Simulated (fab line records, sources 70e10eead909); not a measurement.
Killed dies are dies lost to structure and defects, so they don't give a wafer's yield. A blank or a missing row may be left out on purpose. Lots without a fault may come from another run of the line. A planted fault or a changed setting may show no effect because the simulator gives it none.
fab line records | flow nand_harc
record lots=6 wafers=18 last_day=24
route steps=1159 shown P_CONTACT@218 END@1159
lots that met no fault: from a run of the same line without faults
start_h: hours from the record's first day to the start of the lot's first wafer shown | wait_h: hours since the lot's step before | " the same as in the row above | L1.1+2: a row that stands for several wafers | - no value, or no start given | * or withheld: withheld | < > ~ a bound
route shown NAME@n: a module of which the file shows steps, and the number in the route of the first | usual: mean/standard deviation of fault-free wafers | same: alike in all rows | chamber/n: place in a boat | sites: the reading at each site | _std_site: their standard deviation | _edge_site: outer sites' mean less inner sites' | radius_mm: how far each site lies from the wafer's centre | mask NAME#n: copy n | behind: the tool/chamber that last shaped the wafer | hold: why the lot was held/for how many hours/how that ended | device: the transistor (n, p or np) that didn't switch | end of line: the same wafers' tests at the end of the route | a step without rows: its recipe alone | killed: dies lost to structure and defects at the first sort, not the wafer's yield | map: a wafer's dies, x killed, . not, _ none there
set.NAME: the setting as run; set.NAME@STEP: as run at that earlier step | model.NAME: the simulator's own value behind a step, which no gauge read
lots at some steps of the route; a table a step, a row a wafer
services: from which hour (start_h, from the record's first day; less than 0 if before it) a tool's chamber was out of use, for how many hours, and why
## steps
# step NHARC_P_CONTACT_DEP_00
# recipe target_thk_a=5000 temp_c=400 pressure_torr=6.5 rf_w=900 teos_flow_sccm=161.4 flow_sccm=2650 target_thk_nm=500 gas=O2 material=SiO2
# usual heater_power_w=591/130 mfc_precursor_sccm=161.4/0.5 throttle_valve_pct=15.7/0.57
# columns lot.wafer tool chamber start_h wait_h heater_power_w mfc_precursor_sccm throttle_valve_pct
L501.1 pecvd-03 2 - - 854 161.8 15.7
L501.4 " 2 " " 925 161.6 15.9
L501.6 " 0 " " 567 161.8 14.9
L503.1 pecvd-04 1 - - 526 162.2 16.2
L503.3 " 0 " " 542 161.2 16.3
L503.4 " 0 " " 569 161.1 16.5
L506.4 pecvd-03 2 - - 894 160.8 16.1
L506.6 " 0 " " 433 161.3 15.0
L506.5 " 1 " " 472 161.7 15.6
L507.2 pecvd-02 1 - - 513 162.1 15.8
L507.1 " 2 " " 385 161.3 15.4
L507.6 " 2 " " 271 161.3 15.3
L517.1 pecvd-04 0 - - 652 161.8 16.3
L517.2 " 1 " " 629 161.2 16.1
L517.6 " 0 " " 659 161.3 16.6
L520.1 pecvd-04 0 - - 639 161.9 16.7
L520.3 " 1 " " 664 161.9 16.5
L520.4 " 1 " " 690 162.1 16.1
# step NHARC_P_CONTACT_CMP_01
# recipe target_thk_nm=200 material=SiO2
# usual motor_current_A=11.9/1.3
# columns lot.wafer tool chamber start_h wait_h motor_current_A
L501.4 cmp-04 0 129.86 - 12.4
L501.1 " 1 " " 11.3
L501.6 " 3 " " 12.2
L503.4 cmp-04 1 138.86 - 11.4
L503.1 " 2 " " 10.5
L503.3 " 3 " " 12.7
L506.4 cmp-04 1 168.69 - 11.6
L506.6 " 3 " " 12.4
L506.5 " 0 " " 12.3
L507.2 cmp-04 3 177.40 - 12.7
L507.1 " 0 " " 11.7
L507.6 " 2 " " 10.8
L517.1 cmp-02 3 222.67 - 10.5
L517.2 " 0 " " 10.2
L517.6 " 0 " " 9.6
L520.3 cmp-01 1 250.28 - 11.9
L520.1 " 2 " " 12.1
L520.4 " 3 " " 14.2
# step NHARC_P_CONTACT_SRD_03
# step NHARC_P_CONTACT_DEHYDRATE_04
# recipe temp_c=150 time_s=120
# step NHARC_P_CONTACT_HMDS_05
# recipe time_s=30
# step NHARC_P_CONTACT_COAT_33
# recipe temp_c=260 time_s=75
# step NHARC_P_CONTACT_COAT_34
# recipe temp_c=225 time_s=65
# step NHARC_P_CONTACT_COAT_06
# recipe spin_rpm=1500 resist_thk_nm=90
# step NHARC_P_CONTACT_SOFTBAKE_07
# recipe temp_c=105 time_s=55
# step NHARC_P_CONTACT_EBR_08
# step NHARC_P_CONTACT_EXPOSE_09
# recipe na=1.35 target_cd_nm=90 dose_mj=81.26 mask_id=P_CA
# step NHARC_P_CONTACT_PEB_10
# recipe peb_temp_c=100 peb_time_s=65
# usual heater_power_total_W=156.6/0.41 plate_temp_C=99.99/0.12
# columns lot.wafer tool chamber start_h wait_h heater_power_total_W plate_temp_C
L501.1 litho_track-04 0 130.58 0.1 157.1 99.78
L501.4 " 0 " " 157.1 99.84
L501.6 " 0 " " 157.1 99.92
L503.1 litho_track-01 0 139.61 0.1 156.6 99.94
L503.3 " 0 " " 156.1 99.90
L503.4 " 0 " " 155.9 99.87
L506.4 litho_track-01 0 169.39 0.0 158.9 101.30
L506.5 " 0 " " 158.6 101.08
L506.6 " 0 " " 159.4 100.90
L507.1 litho_track-01 0 178.09 0.1 158.5 101.23
L507.2 " 0 " " 158.5 101.27
L507.6 " 0 " " 159.6 101.25
L517.1 litho_track-04 0 223.29 0.1 156.9 99.93
L517.2 " 0 " " 156.3 100.03
L517.6 " 0 " " 156.5 100.00
L520.1 litho_track-01 0 251.01 0.1 156.1 100.02
L520.3 " 0 " " 157.0 99.97
L520.4 " 0 " " 157.0 99.97
# step NHARC_P_CONTACT_DEVELOP_11
# recipe develop_time_s=35 dev_temp_c=23
# step NHARC_P_CONTACT_CD_MEAS_12
# recipe target_cd_nm=90 landing_energy_ev=500
# usual cd_nm=89.9/0.57
# columns lot.wafer tool chamber start_h wait_h hold cd_nm
L501.1 cd_sem-03 0 130.66 - - 90.2
L501.4 " 0 " " - 90.0
L501.6 " 0 " " - 89.8
L503.1 cd_sem-02 0 139.69 - - 89.0
L503.3 " 0 " " - 89.8
L503.4 " 0 " " - 89.5
L506.4 cd_sem-03 0 169.47 - await_dispo/0.2h/release 94.0
L506.5 " 0 " " await_dispo/0.2h/release 95.4
L506.6 " 0 " " await_dispo/0.2h/release 93.8
L506.4 cd_sem-03 0 - - - 94.3
L506.5 " 0 " " - 94.9
L506.6 " 0 " " - 93.7
L507.1 cd_sem-01 0 178.17 - await_dispo/0.2h/release 93.7
L507.2 " 0 " " await_dispo/0.2h/release 93.8
L507.6 " 0 " " await_dispo/0.2h/release 95.4
L507.1 cd_sem-01 0 - - - 93.8
L507.2 " 0 " " - 93.5
L507.6 " 0 " " - 95.0
L517.1 cd_sem-01 0 223.37 - - 90.0
L517.2 " 0 " " - 90.2
L517.6 " 0 " " - 89.2
L520.1 cd_sem-02 0 251.09 - - 89.0
L520.3 " 0 " " - 90.3
L520.4 " 0 " " - 89.5
# step NHARC_P_CONTACT_OVL_MEAS_13
# usual overlay_x_nm=0.1/0.93 overlay_y_nm=0.2/0.83
# columns lot.wafer tool chamber start_h wait_h hold overlay_x_nm overlay_y_nm
L501.1 overlay-01 - 130.75 - - 0.4 0.8
L501.4 " - " " - 0.2 1.2
L501.6 " - " " - -0.2 0.6
L503.1 overlay-02 - 139.77 - - -1.1 0.4
L503.3 " - " " - -0.9 0.5
L503.4 " - " " - -1.0 0.4
L506.4 overlay-02 - 174.48 - await_dispo/4.7h/release -0.3 -0.8
L506.5 " - " " await_dispo/4.7h/release -0.8 0.3
L506.6 " - " " await_dispo/4.7h/release -0.8 -0.6
L507.1 overlay-01 - 182.24 - await_dispo/3.8h/release 1.3 -0.3
L507.2 " - " " await_dispo/3.8h/release 1.4 -0.2
L507.6 " - " " await_dispo/3.8h/release 0.7 0.0
L517.1 overlay-01 - 223.46 - - -0.8 1.1
L517.2 " - " " - -0.4 1.0
L517.6 " - " " - -0.8 1.6
L520.1 overlay-01 - 251.17 - - -0.5 0.2
L520.3 " - " " - -1.1 0.1
L520.4 " - " " - -0.9 0.3
# step NHARC_P_CONTACT_INSPECT_14
# usual raw_defect_count=3.7/2.2
# columns lot.wafer tool chamber start_h wait_h raw_defect_count
L501.1 defect_inspect-01 - 130.79 0.0 0
L501.4 " - " " 2
L501.6 " - " " 0
L503.1 defect_inspect-01 - 139.81 0.0 4
L503.3 " - " " 5
L503.4 " - " " 2
L506.4 defect_inspect-01 - 174.52 0.0 1
L506.5 " - " " 3
L506.6 " - " " 3
L507.1 defect_inspect-01 - 182.28 0.0 2
L507.2 " - " " 4
L507.6 " - " " 3
L517.1 defect_inspect-01 - 223.49 0.0 2
L517.2 " - " " 4
L517.6 " - " " 4
L520.1 defect_inspect-01 - 251.21 0.0 8
L520.3 " - " " 6
L520.4 " - " " 9
# step NHARC_P_CONTACT_DESCUM_17
# recipe time_s=3 o2_flow_sccm=200 ar_flow_sccm=0 bias_power_w=0 chemistry=O2
# usual drypump_motor_current_A=5.8/0.46 oes_product_au=1.000/0.0087 rf_vpp_V=57.6/0.85 showerhead_plenum_p_Torr=1.88/0.084 throttle_valve_pct=11.312/0.0091
# columns lot.wafer tool chamber start_h wait_h drypump_motor_current_A oes_product_au rf_hours_counter_h rf_vpp_V showerhead_plenum_p_Torr throttle_valve_pct model.P_CONTACT.cd_nm
L501.1 rie_diel-04 1 130.86 0.1 5.1 0.988 2 57.1 1.87 11.321 89.99
L501.4 " 2 " " 5.7 1.002 2 57.4 1.79 11.304 90.55
L501.6 " 0 " " 5.9 0.991 - 58.8 2.03 11.321 90.42
L503.3 rie_diel-04 0 139.87 0.1 5.9 0.994 2 59.2 2.03 11.299 90.53
L503.4 " 1 " " 5.1 1.004 3 58.5 1.87 11.322 89.03
L503.1 " 2 " " 5.7 1.006 3 56.7 1.79 11.305 89.93
L506.4 rie_diel-08 0 174.60 0.1 5.8 1.011 3 57.6 1.97 11.308 94.99
L506.5 " 1 " " 6.7 1.001 - 56.9 1.86 11.304 95.38
L506.6 " 2 " " 6.0 1.009 - 59.2 1.95 11.313 94.32
L507.1 rie_diel-04 1 182.45 0.2 5.1 1.011 7 56.7 1.87 11.307 93.48
L507.2 " 3 " " 6.4 1.004 6 58.7 1.79 11.305 94.07
L507.6 " 1 " " 5.1 0.988 - 56.9 1.87 11.330 94.99
L517.1 rie_diel-08 1 223.57 0.1 6.8 1.005 9 57.9 1.85 11.308 90.09
L517.2 " 3 " " 5.9 1.006 9 58.0 1.83 11.310 90.74
L517.6 " 0 " " 5.8 1.009 - 58.5 1.97 11.305 90.13
L520.4 rie_diel-04 0 251.27 0.1 5.9 0.987 15 56.4 2.03 11.317 90.08
L520.3 " 2 " " 5.7 0.997 14 57.6 1.79 11.295 90.7
L520.1 " 3 " " 6.3 0.997 15 56.3 1.79 11.313 89.25
# step NHARC_P_CONTACT_ETCH_35
# recipe target_depth_a=390 over_etch_frac=0.3 time_s=65 ion_energy_ev=80 cf4_flow_sccm=150 ar_flow_sccm=0 rf_w=300 bias_w=100 chemistry=CF4
# step NHARC_P_CONTACT_ETCH_36
# recipe target_depth_a=2600 over_etch_frac=0.25 time_s=406.25 ion_energy_ev=200 n2_flow_sccm=150 h2_flow_sccm=150 ar_flow_sccm=0 rf_w=400 bias_w=150 chemistry=N2/H2
# usual drypump_motor_current_A=5.8/0.46 oes_product_au=0.998/0.0085 rf_vpp_V=429.7/2.6 showerhead_plenum_p_Torr=2.01/0.091 throttle_valve_pct=14.171/0.0085
# columns lot.wafer tool chamber start_h wait_h drypump_motor_current_A oes_product_au rf_hours_counter_h rf_vpp_V showerhead_plenum_p_Torr throttle_valve_pct
L501.4 rie_diel-04 1 - - 5.1 0.990 2 429.1 1.99 14.175
L501.1 " 2 " " 5.7 1.003 2 427.2 1.90 14.176
L501.6 " 1 " " 5.1 0.993 - 429.6 1.99 14.165
L503.1 rie_diel-04 1 - - 5.1 0.985 3 431.7 1.99 14.176
L503.4 " 2 " " 5.7 0.997 3 426.6 1.90 14.158
L503.3 " 0 " " 5.9 0.996 2 433.8 2.17 14.159
L506.4 rie_diel-08 0 - - 5.8 1.004 3 431.4 2.11 14.190
L506.6 " 2 " " 6.0 0.989 - 432.4 2.07 14.178
L506.5 " 3 " " 5.9 0.993 - 428.0 1.95 14.184
L507.2 rie_diel-04 3 - - 6.4 1.015 6 426.7 1.91 14.182
L507.1 " 0 " " 5.9 0.991 6 433.7 2.17 14.162
L507.6 " 3 " " 6.4 1.001 - 425.9 1.91 14.184
L517.2 rie_diel-08 1 - - 6.8 1.004 10 429.9 1.97 14.157
L517.1 " 0 " " 5.8 1.009 10 431.3 2.10 14.166
L517.6 " 1 " " 6.8 0.995 - 428.4 1.97 14.167
L520.3 rie_diel-04 2 - - 5.7 0.994 14 427.4 1.90 14.166
L520.4 " 3 " " 6.4 1.005 15 426.2 1.90 14.165
L520.1 " 0 " " 5.9 0.981 15 433.1 2.16 14.187
# step NHARC_P_CONTACT_ETCH_18
# recipe target_depth_a=4810 time_s=240.5 c4f8_flow_sccm=20 o2_flow_sccm=10 ar_flow_sccm=withheld rf_w=600 bias_w=1500 chemistry=C4F8/O2/Ar
# usual oes_product_au=0.963/0.017 rf_vpp_V=976/5.9
# columns lot.wafer tool chamber start_h wait_h oes_product_au rf_hours_counter_h rf_vpp_V
L501.4 rie_diel-04 1 - - 0.978 2 974
L501.1 " 0 " " 0.957 1 986
L501.6 " 2 " " 0.987 - 970
L503.4 rie_diel-04 3 - - 0.991 2 968
L503.1 " 0 " " 0.957 2 984
L503.3 " 2 " " 0.972 3 969
L506.4 rie_diel-08 1 - - 0.947 3 972
L506.6 " 0 " " 0.981 - 982
L506.5 " 1 " " 0.953 - 974
L507.1 rie_diel-04 0 - - 0.962 6 985
L507.2 " 3 " " 0.975 7 969
L507.6 " 0 " " 0.971 - 985
L517.1 rie_diel-08 2 - - 0.997 8 981
L517.2 " 3 " " 0.956 9 973
L517.6 " 3 " " 0.943 - 973
L520.3 rie_diel-04 1 - - 0.957 16 975
L520.1 " 2 " " 0.966 14 969
L520.4 " 0 " " 0.953 15 986
# step NHARC_P_CONTACT_STRIP_37
# recipe c4f8_flow_sccm=withheld o2_flow_sccm=8 ar_flow_sccm=withheld bias_w=0 chemistry=C4F8/O2/Ar
# step NHARC_P_CONTACT_ETCH_31
# recipe target_depth_a=300 time_s=85.7 ion_energy_ev=120 over_etch_frac=1 ch3f_flow_sccm=50 o2_flow_sccm=30 ar_flow_sccm=200 rf_w=500 bias_w=100 chemistry=CH3F/O2
# usual drypump_motor_current_A=5.9/0.44 oes_product_au=0.981/0.013 rf_vpp_V=243.7/1.7 showerhead_plenum_p_Torr=2.42/0.11 throttle_valve_pct=20.663/0.0086
# columns lot.wafer tool chamber start_h wait_h drypump_motor_current_A oes_product_au rf_hours_counter_h rf_vpp_V showerhead_plenum_p_Torr throttle_valve_pct model.P_CONTACT.cd_nm
L501.1 rie_diel-04 2 - - 5.7 0.993 2 241.5 2.31 20.682 89.04
L501.4 " 0 " " 5.9 0.975 2 246.7 2.60 20.657 91.22
L501.6 " 3 " " 6.4 0.993 - 242.0 2.31 20.662 90.32
L503.1 rie_diel-04 0 - - 5.9 0.976 2 246.6 2.60 20.663 91.57
L503.4 " 1 " " 5.1 0.974 3 242.6 2.40 20.660 89.5
L503.3 " 2 " " 5.7 0.994 3 242.7 2.31 20.661 88.72
L506.4 rie_diel-08 0 - - 5.8 0.998 3 245.6 2.53 20.660 95.48
L506.5 " 3 " " 5.9 0.977 - 242.4 2.35 20.677 96.81
L506.6 " 0 " " 5.8 0.997 - 244.7 2.53 20.657 95.11
L507.2 rie_diel-04 0 - - 5.9 0.972 7 248.1 2.60 20.672 93.89
L507.1 " 1 " " 5.1 0.974 7 242.6 2.40 20.652 92.91
L507.6 " 3 " " 6.4 0.989 - 242.6 2.31 20.673 94.5
L517.1 rie_diel-08 1 - - 6.7 0.959 10 245.2 2.38 20.680 91.19
L517.2 " 2 " " 6.0 0.981 8 243.8 2.50 20.664 89.92
L517.6 " 0 " " 5.8 0.973 - 246.5 2.53 20.676 88.59
L520.4 rie_diel-04 3 - - 6.4 0.987 15 242.5 2.30 20.673 90.52
L520.1 " 1 " " 5.1 0.984 16 243.2 2.40 20.675 89.04
L520.3 " 2 " " 5.7 0.978 15 242.3 2.30 20.649 88.72
# step NHARC_P_CONTACT_CD_MEAS_19
# usual cd_nm=89.9/1.5
# columns lot.wafer tool chamber start_h wait_h hold cd_nm
L501.1 cd_sem-02 - 131.71 - - 89.2
L501.4 " - " " - 91.3
L501.6 " - " " - 90.1
L503.1 cd_sem-03 - 140.74 - - 91.7
L503.3 " - " " - 88.5
L503.4 " - " " - 89.3
L506.4 cd_sem-03 - 175.46 - await_dispo/0.2h/release 95.3
L506.5 " - " " await_dispo/0.2h/release 96.6
L506.6 " - " " await_dispo/0.2h/release 95.2
L506.4 cd_sem-03 - 175.65 0.2 - 95.6
L506.5 " - " " - 96.5
L506.6 " - " " - 95.3
L507.1 cd_sem-01 - 183.31 - - 93.0
L507.2 " - " " - 93.7
L507.6 " - " " - 94.4
L517.1 cd_sem-03 - 224.52 - - 91.4
L517.2 " - " " - 89.9
L517.6 " - " " - 88.4
L520.1 cd_sem-02 - 252.37 - - 89.2
L520.3 " - " " - 88.5
L520.4 " - " " - 90.4
# step NHARC_P_CONTACT_STRIP_28
# recipe o2_flow_sccm=500 ar_flow_sccm=0 bias_w=0 chemistry=O2
# usual drypump_motor_current_A=5.9/0.43 oes_product_au=0.998/0.0085 rf_vpp_V=57.7/0.83 showerhead_plenum_p_Torr=3.48/0.14 throttle_valve_pct=17.035/0.009
# columns lot.wafer tool chamber start_h wait_h hold drypump_motor_current_A oes_product_au rf_hours_counter_h rf_vpp_V showerhead_plenum_p_Torr throttle_valve_pct
L501.4 rie_diel-04 0 131.79 0.1 - 5.9 1.000 2 58.8 3.73 17.024
L501.1 " 1 " " - 5.1 0.990 2 58.2 3.45 17.030
L501.6 " 0 " " - 5.9 0.994 - 59.1 3.73 17.049
L503.4 rie_diel-04 3 140.82 0.1 - 6.4 1.011 2 57.7 3.32 17.049
L503.1 " 0 " " - 5.9 0.993 2 58.3 3.73 17.016
L503.3 " 1 " " - 5.1 1.001 3 56.4 3.45 17.026
L506.4 rie_diel-04 3 179.14 3.5 await_dispo/3.4h/release 6.4 1.001 6 57.4 3.32 17.050
L506.5 " 3 " " await_dispo/3.4h/release 6.4 0.998 - 57.7 3.32 17.036
L506.6 " 0 " " await_dispo/3.4h/release 5.9 0.988 - 59.1 3.73 17.037
L507.1 rie_diel-08 1 183.42 0.1 - 6.8 0.984 5 57.5 3.43 17.047
L507.2 " 2 " " - 6.0 1.007 4 58.6 3.58 17.030
L507.6 " 0 " " - 5.8 1.004 - 58.0 3.63 17.031
L517.1 rie_diel-08 1 224.61 0.1 - 6.7 1.000 10 58.2 3.43 17.039
L517.2 " 3 " " - 5.9 0.998 9 57.7 3.38 17.047
L517.6 " 0 " " - 5.8 1.007 - 59.7 3.63 17.032
L520.1 rie_diel-08 0 252.46 0.1 - 5.8 0.996 12 58.1 3.63 17.042
L520.3 " 1 " " - 6.8 1.002 11 57.3 3.42 17.036
L520.4 " 2 " " - 6.0 0.989 10 58.1 3.58 17.033
# step NHARC_END_SORT_01
# recipe temp_c=25
# usual killed_at_array=21/8.9 killed_at_other=0.8/1.3 killed_at_periphery=3.6/2.4 killed_dies=26/8.9 killed_open=3.1/1.8 killed_short=1.9/1.3
# same gross_dies=677
# columns lot.wafer tool chamber start_h wait_h killed_at_array killed_at_other killed_at_periphery killed_dies killed_open killed_short
L503.3 prober-01 0 455.68 3.1 18 0 4 22 5 1
L503.4 prober-01 0 456.49 3.4 20 0 1 21 1 3
L517.2 prober-01 0 544.13 2.8 28 0 2 30 6 1
L507.1 prober-02 0 558.00 2.5 31 2 3 36 4 1
L507.2 prober-02 0 558.81 2.8 30 2 6 38 3 2
L507.6 prober-02 0 562.03 4.0 32 1 3 36 1 3
# killed by level:class
L503.3 A_SLIT:chamber_film_flake=6 A_STAIRCASE:chamber_film_flake=3 A_CONTACT:geometric_particle:open=2 P_M1:chamber_film_flake=2 A_CHANNEL_HOLE_D1:chamber_film_flake=2 A_CONTACT:chamber_film_flake=2 P_CONTACT:geometric_particle:open=1 A_ONON_D1:geometric_particle:short=1
L503.4 A_SLIT:chamber_film_flake=9 A_STAIRCASE:chamber_film_flake=3 A_CONTACT:chamber_film_flake=3 A_CHANNEL_FILL_D1:geometric_particle:short=2 A_ONON_D1:geometric_particle:open=1 A_CHANNEL_HOLE_D1:geometric_particle:short=1 P_ZERO_WELL:chamber_film_flake=1 A_CHANNEL_HOLE_D1:chamber_film_flake=1
L517.2 A_CHANNEL_HOLE_D1:chamber_film_flake=19 P_GATE:geometric_particle:open=2 A_CONTACT:geometric_particle:open=2 A_STAIRCASE:chamber_film_flake=2 A_CHANNEL_HOLE_D1:geometric_particle:short=1 A_CHANNEL_HOLE_D1:geometric_particle:open=1 A_SGD_CUT:geometric_particle:open=1 A_SLIT:chamber_film_flake=1
L507.1 A_CHANNEL_HOLE_D1:chamber_film_flake=18 A_SLIT:chamber_film_flake=8 A_CONTACT:chamber_film_flake=2 THIN_TSV:chamber_film_flake=2 P_GATE:geometric_particle:open=1 P_CONTACT:geometric_particle:open=1 A_CONTACT:geometric_particle:open=1 A_M0:geometric_particle:open=1
L507.2 A_CHANNEL_HOLE_D1:chamber_film_flake=17 A_SLIT:chamber_film_flake=8 P_ZERO_WELL:chamber_film_flake=3 THIN_TSV:chamber_film_flake=2 P_M0:geometric_particle:open=1 A_WL_FILL:geometric_particle:short=1 A_CONTACT:geometric_particle:open=1 A_BLC:geometric_particle:open=1
L507.6 A_CHANNEL_HOLE_D1:chamber_film_flake=14 A_SLIT:chamber_film_flake=10 A_CONTACT:chamber_film_flake=4 P_GATE:geometric_particle:open=1 A_CHANNEL_FILL_D1:geometric_particle:short=1 A_WL_FILL:geometric_particle:short=1 A_M1:geometric_particle:short=1 P_ZERO_WELL:chamber_film_flake=1
## services
# columns tool chamber start_h hours kind
pecvd-03 0 110.46 8.2 repair
pecvd-03 - 111.00 13.0 pm
cmp-01 - 111.17 0.4 repair
rie_diel-04 - 111.94 9.0 pm
rie_diel-04 0 111.94 9.0 vent_cycle
rie_diel-08 - 124.80 9.0 pm
cmp-02 - 128.50 4.0 pm
cmp-01 - 133.87 1.8 repair
litho_track-04 - 141.00 7.0 pm
pecvd-02 - 153.00 13.0 pm
cmp-02 - 167.06 1.8 repair
pecvd-03 1 168.71 2.0 repair
cmp-01 - 179.50 4.0 pm
rie_diel-04 2 183.10 4.2 repair
pecvd-03 - 191.38 0.8 repair
rie_diel-04 2 195.37 6.4 repair
pecvd-04 - 196.68 13.0 pm
cmp-04 - 203.00 4.0 pm
rie_diel-04 2 209.85 3.1 repair
cmp-04 - 214.40 0.7 repair
rie_diel-08 2 217.48 6.4 repair
cmp-02 - 226.50 4.0 pm
cmp-04 - 228.49 3.0 repair
cmp-02 - 236.21 0.5 repair
## key
first_sign step=NHARC_P_CONTACT_PEB_10 reading=plate_temp_C direction=up sigmas=10 usual=* struck=*
effect step=NHARC_P_CONTACT_PEB_10 reading=heater_power_total_W direction=up sigmas=5.6 usual=* struck=*
effect step=NHARC_P_CONTACT_CD_MEAS_12 reading=visit direction=added
effect step=NHARC_P_CONTACT_CD_MEAS_12 reading=cd_nm direction=up sigmas=8 usual=89.9 struck=94.4
effect step=NHARC_P_CONTACT_CD_MEAS_19 reading=visit direction=added
model_effect step=NHARC_P_CONTACT_DESCUM_17 value=P_CONTACT.cd_nm without=90.34 struck=94.54
model_effect step=NHARC_P_CONTACT_ETCH_31 value=P_CONTACT.cd_nm without=90.62 struck=94.78
met_at NHARC_P_CONTACT_PEB_10
struck_wafers L506.4,L506.5,L506.6,L507.1,L507.2,L507.6
tester_left_out L506,L507
onset_between 139.61 169.39
fault kind=process_parameter_drift tool=litho_track-01 chamber=- onset_h=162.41 steps=NHARC_P_CONTACT_PEB_10 channel=peb_temp_c offset=* shape=step end_h=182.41 acts_in=* stated=*
# tester_left_out: of these lots the tester's yield and bins aren't shown, on N5 and GAA mostly nor the transistor test; their killed dies are dies lost to structure and defects alone, not to doping, threshold or leakage, so they don't give the yield
